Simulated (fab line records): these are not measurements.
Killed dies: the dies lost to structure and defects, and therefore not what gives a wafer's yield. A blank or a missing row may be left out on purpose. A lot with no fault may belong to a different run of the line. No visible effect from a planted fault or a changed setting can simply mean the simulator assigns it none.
The tool behind it: which one?    flow nand harc    12 lots with 36 wafers sampled at 6 steps, on a route of 1159 steps

== WHAT EACH GAUGE READ, for each wafer ==
NHARC_P_START_INSPECT_01.
lot   measured     on                 raw defect count
L690  day 1 12:02  defect inspect-01  1 2 3
L692  day 2 00:02  defect inspect-01  5 2 4
L693  day 2 06:02  defect inspect-02  3 4 2
L695  day 2 18:02  defect inspect-01  4 4 3
L696  day 3 00:02  defect inspect-02  3 1 2
L698  day 3 12:02  defect inspect-02  9 3 6
L699  day 3 18:02  defect inspect-01  1 3 3
L703  day 4 18:02  defect inspect-01  1 1 1
L707  day 5 18:02  defect inspect-01  4 7 1
L708  day 6 00:02  defect inspect-02  7 3 5
L710  day 6 12:02  defect inspect-02  1 5 5
L713  day 7 06:02  defect inspect-02  5 3 2

NHARC_P_ZERO_WELL_CD_MEAS_37: target cd 720 nm.
lot   measured     on         cd nm (nm)
L690  day 1 16:14  cd sem-01  718.8 721.1 717.2
L692  day 2 04:01  cd sem-02  720.1 720.6 719.8
L693  day 2 10:05  cd sem-01  720.2 720.6 722.5
L695  day 2 22:16  cd sem-02  724.9 721.3 720.1
L696  day 3 04:08  cd sem-03  789.1 786.8 786.6
L698  day 3 16:07  cd sem-03  788.6 788.2 786.6
L699  day 3 22:08  cd sem-02  787.2 786.4 785.5
L703  day 4 22:11  cd sem-01  717.8 719.6 719.5
L707  day 5 22:07  cd sem-02  720.3 720.1 721.8
L708  day 6 04:06  cd sem-01  717.5 716.1 721.9
L710  day 6 16:06  cd sem-02  719.8 725.0 719.8
L713  day 7 10:01  cd sem-02  718.6 719.9 720.8

NHARC_END_SORT_01.
lot   measured      on         killed at array  killed at other  killed at periphery  killed dies  killed open  killed short
L696  day 21 02:38  prober-01  25 27 24         1 5 1            8 15 12              34 47 37     4 5 3        2 1 0
L707  day 24 15:31  prober-02  37 36 40         0 0 1            6 4 2                43 40 43     5 2 6        3 2 2
L710  day 24 22:11  prober-01  29 15 28         1 1 0            1 3 5                31 19 33     4 3 1        4 1 1
L713  day 25 06:50  prober-01  18 21 13         0 0 1            3 5 2                21 26 16     4 5 3        4 2 1

== WHICH TOOL RAN EACH LOT (tool, then ch and the chambers of the sampled wafers, then the start) ==
lot   NHARC_P_ZERO_WELL_ETCH_62                     NHARC_P_ZERO_WELL_EXPOSE_34       NHARC_P_STI_DESCUM_14
L690  rie diel-05 ch 0,1,2, day 1 16:04 or earlier  krf scanner-01 ch 0, day 1 16:04  rie diel-06 ch 0,2,3, day 2 07:40
L692  rie diel-05 ch 1,2, day 2 03:52 or earlier    krf scanner-03 ch 0, day 2 03:52  rie diel-11 ch 0,1,2, day 2 23:35
L693  rie diel-04 ch 2,3, day 2 09:56 or earlier    krf scanner-02 ch 0, day 2 09:56  rie diel-12 ch 0,1, day 3 04:57
L695  rie diel-04 ch 0,1,2, day 2 22:07 or earlier  krf scanner-01 ch 0, day 2 22:07  rie diel-12 ch 1,2,3, day 3 14:22
L696  rie diel-05 ch 1,3, day 3 03:59 or earlier    krf scanner-02 ch 0, day 3 03:59  rie diel-11 ch 1,2,3, day 3 23:06
L698  rie diel-05 ch 0,1, day 3 15:58 or earlier    krf scanner-02 ch 0, day 3 15:58  rie diel-11 ch 2,3, day 4 11:44
L699  rie diel-04 ch 0,2, day 3 21:58 or earlier    krf scanner-02 ch 0, day 3 21:58  rie diel-06 ch 1,3, day 4 19:47
L703  rie diel-13 ch 0,1,3, day 4 22:01 or earlier  krf scanner-01 ch 0, day 4 22:01  rie diel-06 ch 0,1,3, day 5 17:04
L707  rie diel-05 ch 1,2,3, day 5 21:58 or earlier  krf scanner-01 ch 0, day 5 21:58  rie diel-12 ch 0,1,2, day 6 18:43
L708  rie diel-04 ch 1,2,3, day 6 03:57 or earlier  krf scanner-03 ch 0, day 6 03:57  rie diel-11 ch 0,1,3, day 7 00:29
L710  rie diel-04 ch 0,1,3, day 6 15:57 or earlier  krf scanner-03 ch 0, day 6 15:57  rie diel-11 ch 0,1,2, day 7 15:29
L713  rie diel-05 ch 0,1,2, day 7 09:52 or earlier  krf scanner-01 ch 0, day 7 09:52  rie diel-06 ch 0,3, day 8 04:51
- NHARC_P_ZERO_WELL_ETCH_62: etches the open film in CHF3/Ar, target depth 13 nm, time 6.5 s.
- NHARC_P_ZERO_WELL_EXPOSE_34: exposes mask P PWELL, target cd 720 nm.
- NHARC_P_STI_DESCUM_14: chemistry O2, time 3 s.

== WHAT THE TOOLS THEMSELVES READ (means of the sampled wafers that have a number; where no wafer has one, the mark that the record gives instead) ==
NHARC_P_ZERO_WELL_ETCH_62.
lot   tool         drypump motor current A (A)  oes product au (a.u.)  rf fwd power W (W)  rf vpp V (V)  showerhead plenum p Torr (Torr)  throttle valve pct (%)
L690  rie diel-05  6.1                          0.972                  489.4               371.5         2.34                             20.223
L692  rie diel-05  6.3                          0.933                  488.9               371.0         2.34                             20.217
L693  rie diel-04  5.8                          0.969                  487.8               370.8         2.33                             20.217
L695  rie diel-04  5.9                          0.918                  490.7               371.8         2.40                             20.216
L696  rie diel-05  6.2                          0.965                  490.8               369.7         2.30                             20.215
L698  rie diel-05  6.6                          0.949                  488.7               370.5         2.33                             20.215
L699  rie diel-04  6.1                          0.915                  488.4               370.1         2.31                             20.216
L703  rie diel-13  5.9                          0.969                  487.4               370.0         2.35                             20.220
L707  rie diel-05  5.8                          0.966                  488.5               369.9         2.30                             20.226
L708  rie diel-04  5.7                          0.968                  488.1               373.0         2.41                             20.211
L710  rie diel-04  5.7                          0.968                  491.1               373.3         2.47                             20.218
L713  rie diel-05  6.2                          0.966                  489.7               371.1         2.33                             20.232

NHARC_P_ZERO_WELL_EXPOSE_34.
lot   tool            exposure dose mJ cm2  focus offset nm (nm)
L690  krf scanner-01  22.313                0.1
L692  krf scanner-03  22.341                0.7
L693  krf scanner-02  22.278                -0.2
L695  krf scanner-01  22.285                0.2
L696  krf scanner-02  32.850                -0.1
L698  krf scanner-02  32.874                0.0
L699  krf scanner-02  32.859                0.1
L703  krf scanner-01  22.335                -0.2
L707  krf scanner-01  22.303                -0.3
L708  krf scanner-03  22.308                -0.1
L710  krf scanner-03  22.318                0.0
L713  krf scanner-01  22.288                0.8

NHARC_P_STI_DESCUM_14.
lot   tool         drypump motor current A (A)  oes product au (a.u.)  rf vpp V (V)  showerhead plenum p Torr (Torr)  throttle valve pct (%)
L690  rie diel-06  5.5                          1.005                  57.3          1.98                             11.308
L692  rie diel-11  5.8                          1.002                  57.7          1.87                             11.320
L693  rie diel-12  5.7                          1.015                  58.2          2.02                             11.307
L695  rie diel-12  5.8                          1.010                  57.6          1.96                             11.311
L696  rie diel-11  5.9                          1.003                  57.6          1.87                             11.316
L698  rie diel-11  6.3                          0.993                  57.6          1.89                             11.313
L699  rie diel-06  5.8                          1.004                  57.9          1.96                             11.308
L703  rie diel-06  5.4                          1.005                  57.9          1.95                             11.306
L707  rie diel-12  5.6                          1.009                  57.6          1.94                             11.316
L708  rie diel-11  5.6                          1.018                  57.5          1.87                             11.309
L710  rie diel-11  5.8                          1.007                  58.5          1.86                             11.298
L713  rie diel-06  5.3                          1.004                  58.5          1.94                             11.311

== THE ANSWER, worked out from the rows above alone ==
Rule: the usual values come from the lots themselves. The widest of any qualifying gaps counts: lots, ordered by their means at a reading, are off when they make up no more than a third of the lots, leave a main group of 4 or more, and stand apart from it by 3 or more times the standard deviation of that group's means. The tables above print the reading to a certain number of digits; a main group whose means all agree to those digits is not used. Also off: a lot with no number at a reading for which 4 or more lots have one. All remaining lots with rows at the step are treated as sound. After the gauges, taken in route order, come the tools' own readings; for these a lot's mean is taken, as printed above. At the first step where some lot is off, the reading lying furthest off is the one used; lots without a number count as furthest.
Off: L696, L698, L699, at NHARC_P_ZERO_WELL_CD_MEAS_37 (cd nm). For the main group the mean is 720.2 nm and the standard deviation 1.2.
If a tool, at a process step before that reading, ran all the lots that are off and no sound lot after the first of them, it fits. The gauges at NHARC_P_ZERO_WELL_CD_MEAS_37 aren't tried: what is off there is off at NHARC_P_ZERO_WELL_EXPOSE_34 too, on other tools, and a gauge's error can't cause that. NHARC_P_ZERO_WELL_ETCH_62 gives no start for some lots, so the hours and the order of its lots are those of NHARC_P_ZERO_WELL_EXPOSE_34. One candidate fits, namely krf scanner-02 at NHARC_P_ZERO_WELL_EXPOSE_34. A fault onset in the window from L693 (day 2 09:56, its last sound lot) to L696 (day 3 03:59, its first lot off) fits.
On the lots that are off, the tool's own readings at NHARC_P_ZERO_WELL_EXPOSE_34 differ by more than 5 times the standard deviation of the sound lots' means, which bears it out; exposure dose mJ cm2 reads 32.861 there versus 22.308 on the sound lots.

== WHAT THE SIMULATOR PUT IN ==
Process parameter drift: krf scanner-02, from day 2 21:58 on, at NHARC_P_ZERO_WELL_EXPOSE_34. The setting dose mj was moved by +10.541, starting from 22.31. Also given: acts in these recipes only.
Shown lots that were struck: L696, L698, L699. The rule above reached the same finding.
